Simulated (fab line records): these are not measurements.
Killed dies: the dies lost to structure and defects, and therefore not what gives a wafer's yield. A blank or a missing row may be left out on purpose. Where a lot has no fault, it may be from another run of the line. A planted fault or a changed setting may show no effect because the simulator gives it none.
Chamber matching | flow n5 finfet | N5_GATE_CUT_CMP_43 on cmp-03 has 4 sister chambers
The step polishes SiO2. 8 wafers are shown with their chamber, then 7 later ones without.

## WAFERS PAIRED WITH THEIR CHAMBERS
wafer  | chamber | motor current A (A)
L078.6 | 2       | 10.9
L082.1 | 0       | 12.3
L082.2 | 1       | 13.9
L083.3 | 3       | 11.8
L083.5 | 1       | 13.3
L083.6 | 0       | 12.9
L084.2 | 2       | 11.0
L084.3 | 3       | 11.4

## WAFERS WHOSE CHAMBER IS MISSING
wafer  | motor current A (A)
L084.6 | 11.4
L089.2 | 12.4
L089.5 | 11.8
L089.6 | 10.8
L092.2 | 14.3
L092.3 | 10.9
L092.5 | 11.8

## CHAMBER TAKEN BY EACH
wafer  | from the rows above          | in truth
L084.6 | can't be placed: 3 or 2      | 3
L089.2 | can't be placed: 0 or 3      | 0
L089.5 | can't be placed: 3 or 0 or 2 | 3
L089.6 | can't be placed: 2 or 3      | 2
L092.2 | 1                            | 1
L092.3 | can't be placed: 2 or 3      | 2
L092.5 | can't be placed: 3 or 0 or 2 | 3
1 of 7 placed correctly. Cannot be placed on the basis of these rows: 6; the candidates contain the true chamber in 6. Number placed wrongly: 0.
How it was worked out, from the rows above alone: a wafer's distance from a chamber is the root of the sum, over the readings, of the square of ((its reading less the chamber's mean) divided by the reading's scatter). If the next closest chamber is less than 2 further off than the closest, the wafer can't be placed; otherwise it belongs to the closest. For every chamber, the mean is computed from those of its wafers that are shown. How the scatter is found: for the shown wafers, subtract from each reading the mean of its chamber, square and add these, divide the total by (wafers less chambers), then take the root.
